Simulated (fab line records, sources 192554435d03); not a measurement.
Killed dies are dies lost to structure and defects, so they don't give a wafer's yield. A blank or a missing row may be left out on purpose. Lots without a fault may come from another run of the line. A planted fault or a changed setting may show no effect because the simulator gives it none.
fab line records | flow n5_finfet
record lots=9 wafers=26 last_day=17
route steps=1938 shown BEOL_M0_SAQP@669 BEOL_M4@1111 PASSIVATION@1936
lots that met no fault: from a run of the same line without faults
start_h: hours from the record's first day to the start of the lot's first wafer shown | wait_h: hours since the lot's step before | " the same as in the row above | L1.1+2: a row that stands for several wafers | - no value, or no start given | * or withheld: withheld | < > ~ a bound
route shown NAME@n: a module of which the file shows steps, and the number in the route of the first | usual: mean/standard deviation of fault-free wafers | same: alike in all rows | chamber/n: place in a boat | sites: the reading at each site | _std_site: their standard deviation | _edge_site: outer sites' mean less inner sites' | radius_mm: how far each site lies from the wafer's centre | mask NAME#n: copy n | behind: the tool/chamber that last shaped the wafer | hold: why the lot was held/for how many hours/how that ended | device: the transistor (n, p or np) that didn't switch | end of line: the same wafers' tests at the end of the route | a step without rows: its recipe alone | killed: dies lost to structure and defects at the first sort, not the wafer's yield | map: a wafer's dies, x killed, . not, _ none there
set.NAME: the setting as run; set.NAME@STEP: as run at that earlier step | model.NAME: the simulator's own value behind a step, which no gauge read
steps of the route over a sample of lots; a table a step, a row a wafer
services: from which hour (start_h, from the record's first day; less than 0 if before it) a tool's chamber was out of use, for how many hours, and why
## steps
# step N5_BEOL_M0_SAQP_MANDREL_ETCH_103
# recipe chemistry=HBr/Cl2 target=a-Si target_depth_a=450 bt_time_s=10 stop_on=SiCN mask_material=SiO2 over_etch_frac=0.8 time_s=27 pressure_mtorr=10 icp_w=800 bias_w=75 HBr_flow_sccm=150 Cl2_flow_sccm=80 ends=end_point
# usual HBr_flow_sccm=150.1/0.42 bias_w=74.98/0.22 chamber_pressure_mTorr=10.000/0.011 drypump_motor_current_A=5.8/0.48 mfc_cl2_sccm=80.01/0.23 oes_product_au=0.681/0.0096 throttle_valve_pct=35.54/0.27
# columns lot.wafer tool chamber start_h wait_h HBr_flow_sccm bias_w chamber_pressure_mTorr drypump_motor_current_A mfc_cl2_sccm oes_product_au rf_hours_counter_h throttle_valve_pct
L960.1 rie_si-06 2 109.31 0.0 149.7 74.45 10.017 5.6 80.24 0.686 39 35.49
L960.4 " 3 " " 149.7 75.21 10.009 5.1 79.80 0.693 50 35.34
L960.6 " 2 " " 150.1 74.92 10.011 5.6 80.22 0.691 - 35.50
L968.1 rie_si-06 0 160.02 0.0 151.0 75.17 9.983 5.6 80.75 0.678 39 35.79
L968.4 " 1 " " 150.5 74.62 9.996 5.7 80.12 0.674 42 35.94
L968.6 " 2 " " 150.4 75.25 9.984 5.6 80.09 0.698 - 35.49
L969.2 rie_si-06 2 164.63 0.0 149.5 75.14 10.002 5.6 80.19 0.690 40 35.48
L969.5 " 1 " " 150.2 74.95 10.001 5.7 79.88 0.682 - 35.92
L969.6 " 2 " " 149.8 74.89 10.000 5.6 79.91 0.706 - 35.47
L970.3 rie_si-02 2 169.57 0.0 149.7 75.07 10.011 6.0 80.08 0.684 166 35.41
L970.4 " 0 " " 150.0 74.96 9.992 6.2 80.08 0.684 179 35.51
L970.5 " 1 " " 150.4 74.95 9.997 4.8 80.26 0.682 - 35.07
L971.2 rie_si-06 0 175.94 0.0 150.5 74.69 10.015 5.6 79.74 0.682 39 35.79
L971.4 " 3 " " 149.6 74.88 9.997 5.2 79.73 0.695 51 35.33
L971.6 " 2 " " 150.9 75.08 10.001 5.6 80.25 0.687 - 35.50
L972.2 rie_si-04 1 181.84 0.0 150.0 74.67 10.001 6.2 80.26 0.677 174 35.69
L972.4 " 3 " " 149.2 75.26 9.995 5.8 79.91 0.685 - 35.07
L972.6 " 2 " " 149.9 74.66 10.001 6.7 79.77 0.688 - 35.61
L976.2 rie_si-02 1 210.82 0.0 149.9 74.93 10.013 4.8 79.82 0.670 57 35.11
L976.3 " 2 " " 149.7 74.78 9.998 6.1 79.82 0.675 167 35.44
L976.4 " 3 " " 149.8 74.74 10.010 6.3 79.59 0.666 72 35.92
L981.5 rie_si-04 2 234.88 0.0 149.9 74.97 9.985 6.7 80.38 0.691 - 35.60
L981.6 " 3 " " 150.3 74.94 9.984 5.9 79.90 0.676 - 35.10
L983.4 rie_si-02 2 249.48 0.0 150.3 74.95 9.982 6.1 80.13 0.674 167 35.44
L983.5 " 0 " " 150.2 75.37 9.999 6.2 79.70 0.662 - 35.53
L983.6 " 3 " " 150.1 75.07 9.996 6.3 80.47 0.676 - 35.90
# step N5_BEOL_M0_SAQP_RECESS_104
# recipe chemistry=HF/NH3 target=SiO2 target_depth_a=180 afs_cycles=3 temp_c=30 sublimation_temp_c=180 sublimation_time_s=60
# usual drypump_motor_current_A=5.3/0.5
# columns lot.wafer tool chamber start_h wait_h drypump_motor_current_A
L960.1 vapor_etch-02 1 109.39 0.1 5.2
L960.4 " 1 " " 5.2
L960.6 " 1 " " 5.2
L968.1 vapor_etch-01 0 160.10 0.1 4.7
L968.4 " 0 " " 4.7
L968.6 " 0 " " 4.7
L969.2 vapor_etch-02 0 164.71 0.1 5.2
L969.5 " 1 " " 5.2
L969.6 " 0 " " 5.2
L970.3 vapor_etch-01 0 169.77 0.2 4.7
L970.4 " 1 " " 5.9
L970.5 " 1 " " 5.9
L971.2 vapor_etch-01 0 176.02 0.1 4.8
L971.4 " 1 " " 5.9
L971.6 " 1 " " 5.9
L972.2 vapor_etch-01 1 181.92 0.1 5.9
L972.4 " 0 " " 4.7
L972.6 " 0 " " 4.7
L976.2 vapor_etch-02 0 210.90 0.1 5.2
L976.3 " 0 " " 5.2
L976.4 " 1 " " 5.2
L981.5 vapor_etch-01 1 235.41 0.5 5.9
L981.6 " 1 " " 5.9
L983.4 vapor_etch-01 0 249.68 0.2 4.7
L983.5 " 0 " " 4.7
L983.6 " 1 " " 5.9
# step N5_BEOL_M0_SAQP_ETCH_106
# recipe chemistry=N2/H2 target=SOC target_depth_a=1500 stop_on=SiNx ion_energy_ev=100 bias_w=61 pressure_mtorr=30 source_w=850 n2_flow_sccm=200 h2_flow_sccm=200
# usual bias_w=61.01/0.18 chamber_pressure_mTorr=29.997/0.028 drypump_motor_current_A=5.6/0.38 oes_product_au=0.77/0.088 rf_vpp_V=240.3/1.4 showerhead_plenum_p_Torr=2.51/0.095 throttle_valve_pct=17.8/0.31
# columns lot.wafer tool chamber start_h wait_h bias_w chamber_pressure_mTorr drypump_motor_current_A oes_product_au rf_hours_counter_h rf_vpp_V showerhead_plenum_p_Torr throttle_valve_pct
L960.1 rie_diel-05 2 109.84 - 61.57 30.013 5.3 0.68 208 241.5 2.62 18.3
L960.4 " 3 " " 61.22 29.953 5.7 0.73 152 238.8 2.44 17.9
L960.6 " 2 " " 61.07 30.006 5.3 0.69 - 240.2 2.62 18.3
L968.1 rie_diel-05 3 160.55 - 60.94 29.949 5.8 0.73 169 239.7 2.43 17.9
L968.4 " 1 " " 60.74 30.010 6.1 0.69 245 239.2 2.40 17.9
L968.6 " 0 " " 61.17 29.949 5.5 0.73 - 239.6 2.45 18.2
L969.2 rie_diel-05 2 165.16 - 60.98 29.967 5.3 0.68 226 242.3 2.62 18.3
L969.5 " 0 " " 61.10 30.013 5.4 0.73 - 240.0 2.45 18.2
L969.6 " 3 " " 60.80 30.007 5.7 0.73 - 240.3 2.43 18.0
L970.3 rie_diel-03 0 170.10 - 61.10 29.988 5.9 0.79 118 240.4 2.42 17.5
L970.4 " 2 " " 60.88 30.039 5.1 0.71 217 241.7 2.63 18.1
L970.5 " 1 " " 61.22 29.977 5.0 0.72 - 239.8 2.42 17.8
L971.2 rie_diel-02 0 176.47 - 61.00 30.004 5.3 0.85 34 240.9 2.59 17.6
L971.4 " 2 " " 61.38 29.970 5.5 0.86 28 239.6 2.49 17.5
L971.6 " 1 " " 61.09 30.018 5.9 0.66 - 240.7 2.49 17.5
L972.2 rie_diel-03 3 182.37 - 61.10 29.962 5.5 0.73 140 239.0 2.54 17.4
L972.4 " 0 " " 60.77 29.968 5.9 0.78 121 239.5 2.42 17.5
L972.6 " 1 " " 61.08 30.000 5.0 0.72 - 238.8 2.42 17.8
L976.2 rie_diel-03 3 211.42 - 61.30 30.048 5.5 0.72 149 240.1 2.53 17.4
L976.3 " 1 " " 60.71 30.007 5.0 0.70 205 239.2 2.41 17.8
L976.4 " 2 " " 60.61 30.007 5.1 0.70 230 241.8 2.62 18.1
L981.5 rie_diel-02 3 235.77 - 60.87 30.029 6.2 0.93 - 242.2 2.72 17.8
L981.6 " 2 " " 61.09 29.979 5.5 0.83 - 239.9 2.48 17.6
L983.4 rie_diel-05 2 250.10 - 60.89 29.994 5.3 0.97 1 241.0 2.60 18.0
L983.5 " 2 " " 61.18 30.030 5.3 0.97 - 241.6 2.60 17.9
L983.6 " 1 " " 61.17 29.981 6.2 0.88 - 241.9 2.71 17.6
# step N5_BEOL_M0_SAQP_ETCH_73
# recipe chemistry=CF4 target=SiARC target_depth_a=195 mask_material=CAR-EUV time_s=32.5 ion_energy_ev=80 pressure_mtorr=40 source_w=545 bias_w=36 Ar_flow_sccm=100 cf4_flow_sccm=100 ends=cleared
# usual bias_w=36.00/0.1 cf4_flow_sccm=99.9/0.33 chamber_pressure_mTorr=40.00/0.036 drypump_motor_current_A=5.6/0.36 etch_rf_on_time_s=32.7/0.84 oes_product_au=0.65/0.074 rf_vpp_V=183.8/1.2 showerhead_plenum_p_Torr=2.11/0.069 throttle_valve_pct=15.61/0.26
# columns lot.wafer tool chamber start_h wait_h bias_w cf4_flow_sccm chamber_pressure_mTorr drypump_motor_current_A etch_rf_on_time_s oes_product_au rf_hours_counter_h rf_vpp_V showerhead_plenum_p_Torr throttle_valve_pct
L960.1 rie_diel-02 2 111.37 0.0 35.95 100.5 39.99 5.5 32.3 0.79 7 183.8 2.11 15.29
L960.4 " 3 " " 35.88 100.2 39.99 6.2 33.2 0.59 217 184.0 2.03 15.81
L960.6 " 2 " " 36.01 99.9 40.01 5.6 32.0 0.79 - 183.6 2.11 15.29
L968.1 rie_diel-05 3 162.75 0.0 35.94 99.9 39.95 5.7 33.9 0.62 170 182.9 2.06 15.84
L968.4 " 1 " " 35.88 99.7 39.98 6.2 31.7 0.60 246 183.3 2.03 15.74
L968.6 " 2 " " 35.82 99.7 40.02 5.3 33.3 0.58 - 184.9 2.18 16.04
L969.2 rie_diel-05 2 166.71 0.0 36.16 100.3 40.01 5.3 33.6 0.58 226 183.7 2.18 16.03
L969.5 " 0 " " 35.91 99.9 40.03 5.4 32.2 0.63 - 182.8 2.06 15.74
L969.6 " 1 " " 36.12 100.2 40.02 6.2 32.0 0.60 - 182.4 2.03 15.74
L970.3 rie_diel-03 2 172.28 0.0 - - - - - - - - - -
L970.4 " 3 " " - - - - - - - - - -
L970.5 " 2 " " - - - - - - - - - -
L971.2 rie_diel-03 2 178.00 0.0 - - - - - - - - - -
L971.4 " 0 " " - - - - - - - - - -
L971.6 " 1 " " - - - - - - - - - -
L972.2 rie_diel-05 3 185.61 0.0 - - - - - - - - - -
L972.4 " 2 " " - - - - - - - - - -
L972.6 " 0 " " - - - - - - - - - -
L976.2 rie_diel-03 3 213.20 0.0 35.82 99.8 39.99 5.5 33.3 0.62 150 183.4 2.14 15.38
L976.3 " 0 " " 36.02 100.2 39.94 5.9 31.0 0.69 131 183.6 2.06 15.58
L976.4 " 1 " " 36.01 99.7 39.96 5.0 33.2 0.61 206 181.1 2.03 15.57
L981.5 rie_diel-03 3 237.29 0.0 35.95 100.0 40.01 5.4 33.5 0.62 - 182.7 2.14 15.40
L981.6 " 2 " " 36.18 99.5 39.97 5.1 32.1 0.61 - 186.6 2.20 15.81
L983.4 rie_diel-05 0 251.71 0.0 36.09 100.0 39.98 5.4 32.9 0.60 185 181.8 2.05 15.79
L983.5 " 3 " " 35.93 100.1 40.06 5.7 34.4 0.60 - 183.6 2.05 15.89
L983.6 " 2 " " 35.95 99.5 39.97 5.2 32.4 0.84 - 184.8 2.17 15.60
# step N5_BEOL_M4_RC_MEAS_101
# usual DIBL_N=36.6/1.8 DIBL_P=37.1/2.1 IOFF_N=0.17/0.033 IOFF_P=0.23/0.039 ION_N=681/13 ION_P=467/8.7 SS_N=71.6/0.59 SS_P=73.4/0.63 VT_N=249/3.4 VT_P=-249/3.7
# columns lot.wafer tool chamber start_h wait_h DIBL_N[mV/V] DIBL_P[mV/V] IOFF_N[nA/um] IOFF_P[nA/um] ION_N[uA/um] ION_P[uA/um] SS_N[mV/dec] SS_P[mV/dec] VT_N[mV] VT_P[mV]
L960.1 prober-01 0 166.57 0.0 38.4 38.5 0.19 0.23 685 469 71.4 74.2 247 -252
L960.4 " 0 " " 36.5 36.3 0.15 0.19 692 470 70.9 73.0 249 -253
L960.6 " 0 " " 38.5 37.2 0.19 0.20 680 457 72.4 73.7 247 -252
L968.1 prober-01 0 220.25 0.0 40.0 40.4 0.23 0.29 683 467 72.9 74.0 247 -244
L968.4 " 0 " " 38.0 38.1 0.19 0.23 694 468 71.4 73.3 247 -249
L968.6 " 0 " " 37.6 36.9 0.18 0.22 682 462 71.9 73.9 248 -251
L969.2 prober-02 0 220.59 0.2 39.0 41.3 0.22 0.27 684 464 72.2 73.6 246 -247
L969.5 " 0 " " 38.1 40.6 0.20 0.27 695 481 72.2 73.1 247 -246
L969.6 " 0 " " 36.4 38.9 0.15 0.22 670 471 71.5 72.7 250 -248
L976.2 prober-02 0 269.04 0.2 38.4 38.3 0.20 0.25 688 467 72.3 74.1 249 -248
L976.3 " 0 " " 36.0 36.4 0.16 0.23 664 462 71.3 72.6 253 -250
L976.4 " 0 " " 36.4 36.4 0.17 0.23 671 463 72.0 72.9 249 -248
L981.5 prober-01 0 292.24 0.6 41.7 43.4 0.33 0.40 728 499 72.3 75.2 237 -238
L981.6 " 0 " " 36.8 36.5 0.17 0.23 681 472 71.1 73.5 248 -248
L983.4 prober-01 0 300.35 0.5 37.6 36.1 0.19 0.23 680 465 71.9 73.3 248 -248
L983.5 " 0 " " 35.7 34.1 0.15 0.19 683 460 71.6 72.8 249 -250
L983.6 " 0 " " 35.8 33.4 0.14 0.19 659 454 71.4 72.7 251 -250
# step N5_PASSIVATION_PROBE_49
# usual defect_limited_yield=91.1/1.4 killed_at_M0_to_M3=32/9.4 killed_at_M4_up=14/5.1 killed_at_contacts=11/5.5 killed_at_front_end=44/13 killed_at_other=4/3.2 killed_dies=104/16 killed_on_rim=13/4.1 killed_open=70/12 killed_short=33/7.8 sort_bin_4_leakage=0.01/0.057 sort_bin_5_function=5.1/0.91 sort_bin_6_memory=3.4/0.63 sort_n_pass=1075/16 sort_yield_pct=91.2/1.4
# same gross_dies=1180 killed_at_back_side=0 sort_bin_8_speed[%]=0
# columns lot.wafer tool chamber start_h wait_h defect_limited_yield[%] killed_at_M0_to_M3 killed_at_M4_up killed_at_contacts killed_at_front_end killed_at_other killed_dies killed_on_rim killed_open killed_short sort_bin_4_leakage[%] sort_bin_5_function[%] sort_bin_6_memory[%] sort_n_pass sort_yield_pct[%]
L960.1 prober-01 - 264.18 0.0 92.9 17 22 9 36 0 84 8 48 36 0 4.4 2.5 1096 92.9
L960.4 prober-01 - 264.33 0.2 91.4 33 16 12 40 1 102 18 67 35 0 4.4 4.1 1078 91.4
L960.6 prober-01 - 264.43 0.3 92.6 34 16 11 26 0 87 12 66 21 0 4.5 2.7 1093 92.6
L968.1 prober-01 - 326.75 0.0 92.4 34 15 10 23 8 90 10 57 31 0.08 4.5 2.7 1089 92.3
L968.4 prober-01 - 326.90 0.2 91.9 37 11 9 33 5 95 10 62 30 0 5.1 2.7 1085 91.9
L968.6 prober-01 - 327.00 0.3 93.7 24 10 12 24 4 74 7 48 26 0 4.0 2.3 1106 93.7
L970.3 prober-02 - 331.82 0.1 0 1137 9 4 29 1 1180 152 66 23 0 96.7 3.1 0 0
L970.4 prober-02 - 331.87 0.2 0 1137 8 5 26 4 1180 152 62 28 0 96.8 2.8 0 0
L970.5 prober-02 - 331.92 0.2 0 1116 10 4 47 3 1180 152 78 34 0 95.8 3.6 0 0
L969.2 prober-01 - 332.08 0.1 88.2 26 22 8 77 6 139 16 97 40 0 7.1 4.3 1041 88.2
L969.5 prober-01 - 332.23 0.2 87.7 28 21 16 77 3 145 10 100 44 0 8.3 3.7 1035 87.7
L969.6 prober-01 - 332.28 0.3 88.1 32 11 9 83 5 140 20 101 38 0 7.3 4.2 1040 88.1
L971.2 prober-02 - 333.74 0.1 0 1103 15 18 37 7 1180 152 67 31 0 96.7 3.1 0 0
L971.4 prober-02 - 333.84 0.2 0 1107 11 19 40 3 1180 152 68 27 0 96.0 3.9 0 0
L971.6 prober-02 - 333.94 0.3 0 1109 16 18 28 9 1180 152 54 34 0 96.4 3.4 0 0
L972.2 prober-02 - 339.70 0.6 0 1108 5 7 57 3 1180 152 58 50 0 96.9 2.7 0 0
L972.4 prober-02 - 339.80 0.7 0 1103 7 13 51 6 1180 152 56 39 0 97.3 2.5 0 0
L972.6 prober-02 - 339.90 0.8 0 1096 20 12 49 3 1180 152 58 41 0 96.4 3.3 0 0
L976.2 prober-02 - 380.93 0.1 92.2 32 16 13 26 5 92 8 62 28 0 4.4 3.2 1088 92.2
L976.3 prober-02 - 380.98 0.1 89.3 48 15 13 40 10 126 20 76 48 0 6.6 4.0 1054 89.3
L976.4 prober-02 - 381.03 0.2 90.7 40 15 6 42 7 110 13 76 33 0 5.3 3.5 1070 90.7
L981.5 prober-01 - 390.78 0.2 92.5 19 10 9 48 3 89 13 47 30 0.68 4.2 2.5 1083 91.8
L981.6 prober-01 - 390.83 0.3 89.4 19 9 11 84 2 125 10 82 38 0 6.9 3.6 1055 89.4
L983.4 prober-02 - 401.25 0.2 89.1 31 24 11 60 3 129 12 104 23 0 5.6 5.2 1051 89.1
L983.5 prober-02 - 401.30 0.2 90.3 36 21 4 50 4 115 14 83 29 0 6.3 3.1 1065 90.3
L983.6 prober-02 - 401.35 0.3 90.5 52 16 5 36 3 112 16 82 29 0 5.9 3.1 1068 90.5
# killed by level:class
L960.1 FIN_SAQP:geometric_particle:open=11 BEOL_M4:geometric_particle:open=11 FIN_SAQP:geometric_particle:short=8 BEOL_M4:geometric_particle:short=7 MOL_CONTACT_COAG:geometric_particle:open=6 BEOL_M2:geometric_particle:open=6 GATE_CUT:geometric_particle:short=4 BEOL_M1:geometric_particle:open=4
L960.4 BEOL_M4:geometric_particle:open=10 MOL_CONTACT_COAG:geometric_particle:open=9 STI_FIN_REVEAL:geometric_particle:open=8 BEOL_M1:geometric_particle:open=8 FIN_SAQP:geometric_particle:open=7 BEOL_M2:geometric_particle:open=6 DUMMY_GATE:geometric_particle:open=5 BEOL_M0_SAQP:geometric_particle:short=5
L960.6 MOL_CONTACT_COAG:geometric_particle:open=10 BEOL_M2:geometric_particle:open=8 BEOL_M3:geometric_particle:open=8 BEOL_M0_SAQP:geometric_particle:open=7 BEOL_M4:geometric_particle:open=7 STI_FIN_REVEAL:geometric_particle:open=6 FIN_SAQP:geometric_particle:open=5 BEOL_M1:geometric_particle:open=5
L968.1 BEOL_M0:geometric_particle:open=9 MOL_CONTACT_COAG:geometric_particle:open=8 STI_FIN_REVEAL:geometric_particle:open=6 BEOL_M0:geometric_particle:short=6 BEOL_M3:geometric_particle:open=5 BEOL_M4:geometric_particle:open=4 BEOL_M2:geometric_particle:open=4 FIN_SAQP:geometric_particle:open=3
L968.4 BEOL_M0_SAQP:geometric_particle:open=12 BEOL_M0_SAQP:geometric_particle:short=9 FIN_SAQP:geometric_particle:short=7 FIN_SAQP:geometric_particle:open=7 MOL_CONTACT_COAG:geometric_particle:open=6 BEOL_M3:geometric_particle:open=6 MIM_TOP:geometric_particle:short=5 BEOL_M1:geometric_particle:open=4
L968.6 MOL_CONTACT_COAG:geometric_particle:open=9 BEOL_M0_SAQP:geometric_particle:open=8 BEOL_M1:geometric_particle:open=7 FIN_SAQP:geometric_particle:short=4 BEOL_M0_SAQP:geometric_particle:short=4 STARTING-WAFER:geometric_particle:short=4 ILD0:geometric_particle:open=3 GATE_CUT:geometric_particle:short=3
L970.3 BEOL_M0_SAQP:area_etch=1088 BEOL_M3:geometric_particle:open=13 BEOL_M1:geometric_particle:open=11 BEOL_M0_SAQP:geometric_particle:open=10 BEOL_M0_SAQP:geometric_particle:short=8 FIN_SAQP:geometric_particle:short=6 FIN_SAQP:geometric_particle:open=6 STI_FIN_REVEAL:geometric_particle:open=5
L970.4 BEOL_M0_SAQP:area_etch=1088 BEOL_M1:geometric_particle:open=12 BEOL_M3:geometric_particle:open=9 BEOL_M0_SAQP:geometric_particle:open=8 STI_FIN_REVEAL:geometric_particle:open=5 BEOL_M0_SAQP:geometric_particle:short=5 MOL_CONTACT_COAG:geometric_particle:open=4 BEOL_M0:geometric_particle:open=4
L970.5 BEOL_M0_SAQP:area_etch=1068 STI_FIN_REVEAL:geometric_particle:open=17 BEOL_M1:geometric_particle:open=13 FIN_SAQP:geometric_particle:short=9 BEOL_M0_SAQP:geometric_particle:open=7 BEOL_M2:geometric_particle:open=7 BEOL_M3:geometric_particle:open=7 BEOL_M0_SAQP:geometric_particle:short=5
L969.2 STI_FIN_REVEAL:geometric_particle:open=21 FIN_SAQP:geometric_particle:open=18 BEOL_M4:geometric_particle:open=14 FIN_SAQP:geometric_particle:short=8 BEOL_M1:geometric_particle:open=7 MOL_CONTACT_COAG:geometric_particle:open=5 GATE_CUT:geometric_particle:short=5 BEOL_M0_SAQP:geometric_particle:open=5
L969.5 FIN_SAQP:geometric_particle:open=15 STI_FIN_REVEAL:geometric_particle:open=13 FIN_SAQP:geometric_particle:short=12 MOL_CONTACT_COAG:geometric_particle:open=12 DUMMY_GATE:geometric_particle:open=8 BEOL_M4:geometric_particle:open=8 BEOL_M1:geometric_particle:open=7 BEOL_M0_SAQP:geometric_particle:open=6
L969.6 FIN_SAQP:geometric_particle:open=26 STI_FIN_REVEAL:geometric_particle:open=13 BEOL_M1:geometric_particle:open=8 BEOL_M0_SAQP:geometric_particle:open=8 DUMMY_GATE:geometric_particle:open=7 MOL_CONTACT_COAG:geometric_particle:open=7 BEOL_M4:geometric_particle:open=6 GATE_CUT:geometric_particle:short=5
L971.2 BEOL_M0_SAQP:area_etch=1082 MOL_CONTACT_COAG:geometric_particle:open=14 BEOL_M2:geometric_particle:open=7 GATE_CUT:geometric_particle:open=7 STI_FIN_REVEAL:geometric_particle:open=6 FIN_SAQP:geometric_particle:short=5 ILD0:geometric_particle:short=5 BEOL_M3:geometric_particle:open=5
L971.4 BEOL_M0_SAQP:area_etch=1085 MOL_CONTACT_COAG:geometric_particle:open=15 STI_FIN_REVEAL:geometric_particle:open=12 FIN_SAQP:geometric_particle:open=6 BEOL_M2:geometric_particle:open=6 ILD0:geometric_particle:open=5 BEOL_M1:geometric_particle:open=5 STI_FIN_REVEAL:geometric_particle:short=4
L971.6 BEOL_M0_SAQP:area_etch=1090 MOL_CONTACT_COAG:geometric_particle:open=14 BEOL_M2:geometric_particle:open=7 BEOL_M4:geometric_particle:open=5 BEOL_M6:geometric_particle:open=5 MIM_TOP_ETCH:geometric_particle:open=4 MOL_CONTACT_COAG:geometric_particle:short=4 BEOL_M0:geometric_particle:open=4
L972.2 BEOL_M0_SAQP:area_etch=1071 FIN_SAQP:geometric_particle:short=19 FIN_SAQP:geometric_particle:open=18 BEOL_M3:geometric_particle:open=8 BEOL_M0_SAQP:geometric_particle:short=7 MOL_CONTACT_COAG:geometric_particle:open=6 STARTING-WAFER:geometric_particle:short=5 GATE_CUT:geometric_particle:short=4
L972.4 BEOL_M0_SAQP:area_etch=1085 FIN_SAQP:geometric_particle:open=19 FIN_SAQP:geometric_particle:short=10 MOL_CONTACT_COAG:geometric_particle:open=9 GATE_CUT:geometric_particle:short=7 BEOL_M2:geometric_particle:open=7 STI_FIN_REVEAL:geometric_particle:open=5 PASS1_CAP:geometric_particle:short=5
L972.6 BEOL_M0_SAQP:area_etch=1081 FIN_SAQP:geometric_particle:short=16 BEOL_M4:geometric_particle:open=13 MOL_CONTACT_COAG:geometric_particle:open=11 FIN_SAQP:geometric_particle:open=8 GATE_CUT:geometric_particle:short=8 STI_FIN_REVEAL:geometric_particle:open=6 BEOL_M0_SAQP:geometric_particle:open=4
L976.2 MOL_CONTACT_COAG:geometric_particle:open=11 BEOL_M1:geometric_particle:open=9 GATE_CUT:geometric_particle:short=6 BEOL_M0_SAQP:geometric_particle:short=6 BEOL_M3:geometric_particle:open=6 FIN_SAQP:geometric_particle:open=5 BEOL_M0_SAQP:geometric_particle:open=5 FIN_SAQP:geometric_particle:short=4
L976.3 BEOL_M0_SAQP:geometric_particle:open=12 BEOL_M0_SAQP:geometric_particle:short=12 MOL_CONTACT_COAG:geometric_particle:open=11 FIN_SAQP:geometric_particle:open=7 DUMMY_GATE:geometric_particle:open=6 BEOL_M1:geometric_particle:open=6 MIM_TOP:geometric_particle:short=5 FIN_SAQP:geometric_particle:short=4
L976.4 BEOL_M1:geometric_particle:open=15 FIN_SAQP:geometric_particle:short=13 BEOL_M4:geometric_particle:open=11 BEOL_M0_SAQP:geometric_particle:open=10 FIN_SAQP:geometric_particle:open=7 BEOL_M0_SAQP:geometric_particle:short=6 STARTING-WAFER:geometric_particle:open=5 MOL_CONTACT_COAG:geometric_particle:open=4
L981.5 GATE_CUT:geometric_particle:short=9 HKMG_FIN:area_etch=9 STI_FIN_REVEAL:geometric_particle:open=7 BEOL_M1:geometric_particle:open=6 FIN_SAQP:geometric_particle:short=5 MOL_CONTACT_COAG:geometric_particle:open=5 BEOL_M3:geometric_particle:open=4 GATE_CUT:geometric_particle:open=4
L981.6 STI_FIN_REVEAL:geometric_particle:open=24 FIN_SAQP:geometric_particle:short=13 FIN_SAQP:geometric_particle:open=12 GATE_CUT:geometric_particle:open=9 MOL_CONTACT_COAG:geometric_particle:open=8 BEOL_M3:geometric_particle:open=7 BEOL_M1:geometric_particle:open=6 ILD0:geometric_particle:open=5
L983.4 STI_FIN_REVEAL:geometric_particle:open=29 MOL_CONTACT_COAG:geometric_particle:open=10 BEOL_M4:geometric_particle:open=10 BEOL_M2:geometric_particle:open=9 FIN_SAQP:geometric_particle:open=8 BEOL_M3:geometric_particle:open=7 BEOL_M0_SAQP:geometric_particle:open=6 GATE_CUT:geometric_particle:short=4
L983.5 FIN_SAQP:geometric_particle:open=18 BEOL_M2:geometric_particle:open=11 BEOL_M4:geometric_particle:open=8 FIN_SAQP:geometric_particle:short=7 BEOL_M5:geometric_particle:open=6 STARTING-WAFER:geometric_particle:short=5 DUMMY_GATE:geometric_particle:open=5 BEOL_M0_SAQP:geometric_particle:open=5
L983.6 BEOL_M2:geometric_particle:open=16 BEOL_M3:geometric_particle:open=11 DUMMY_GATE:geometric_particle:open=7 BEOL_M1:geometric_particle:open=7 FIN_SAQP:geometric_particle:open=6 GATE_CUT:geometric_particle:short=6 BEOL_M0_SAQP:geometric_particle:open=6 MOL_CONTACT_COAG:geometric_particle:open=5
## services
# columns tool chamber start_h hours kind
vapor_etch-02 - 100.39 2.8 pm
rie_diel-03 2 110.10 2.5 repair
rie_si-06 - 117.40 14.6 pm
rie_diel-03 2 125.63 4.1 repair
rie_diel-02 1 146.26 4.1 repair
rie_diel-05 1 177.00 - clean
rie_diel-05 1 177.00 - consumable_replace:focus_ring
rie_diel-05 1 177.00 - consumable_replace:showerhead
rie_diel-05 1 177.00 19.3 scheduled_down
rie_diel-05 1 177.00 19.3 vent_cycle
rie_si-02 2 177.84 32.9 repair
rie_diel-02 1 180.96 - clean
rie_diel-02 1 180.96 - consumable_replace:focus_ring
rie_diel-02 1 180.96 15.2 scheduled_down
rie_diel-02 1 180.96 15.2 vent_cycle
rie_diel-02 3 207.76 - clean
rie_diel-02 3 207.76 - consumable_replace:focus_ring
rie_diel-02 2 216.74 15.8 repair
rie_diel-05 2 231.02 - clean
rie_diel-05 2 231.02 - consumable_replace:focus_ring
rie_diel-05 2 231.02 16.6 scheduled_down
rie_diel-05 2 231.02 16.6 vent_cycle
vapor_etch-01 0 234.71 3.7 repair
rie_diel-02 2 241.45 6.8 repair
## key
first_sign step=N5_BEOL_M0_SAQP_ETCH_73 reading=tool_record direction=missing
effect step=N5_PASSIVATION_PROBE_49 reading=killed_at_M0_to_M3 direction=up sigmas=99+ usual=32 struck=1113
more_kills_born_at N5_BEOL_M0_SAQP_ETCH_73@rie_diel-03=6501 N5_BEOL_M0_SAQP_ETCH_73@rie_diel-05=3237
met_at N5_BEOL_M0_SAQP_ETCH_73
struck_lots L970,L971,L972
later_rows_left_out L970.3,L970.4,L970.5,L971.2,L971.4,L971.6,L972.2,L972.4,L972.6
not_acting_at N5_BEOL_M0_SAQP_MANDREL_ETCH_103,N5_BEOL_M0_SAQP_RECESS_104,N5_BEOL_M0_SAQP_ETCH_106
onset_between 166.71 172.28
fault kind=skipped_step_whole tool=rie_diel-03,rie_diel-05 chamber=- onset_h=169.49 steps=N5_BEOL_M0_SAQP_ETCH_73 scope=struck_lots_only
# later_rows_left_out: the simulator's readings of these wafers behind a module that went badly wrong aren't trusted and aren't shown, but for the sort
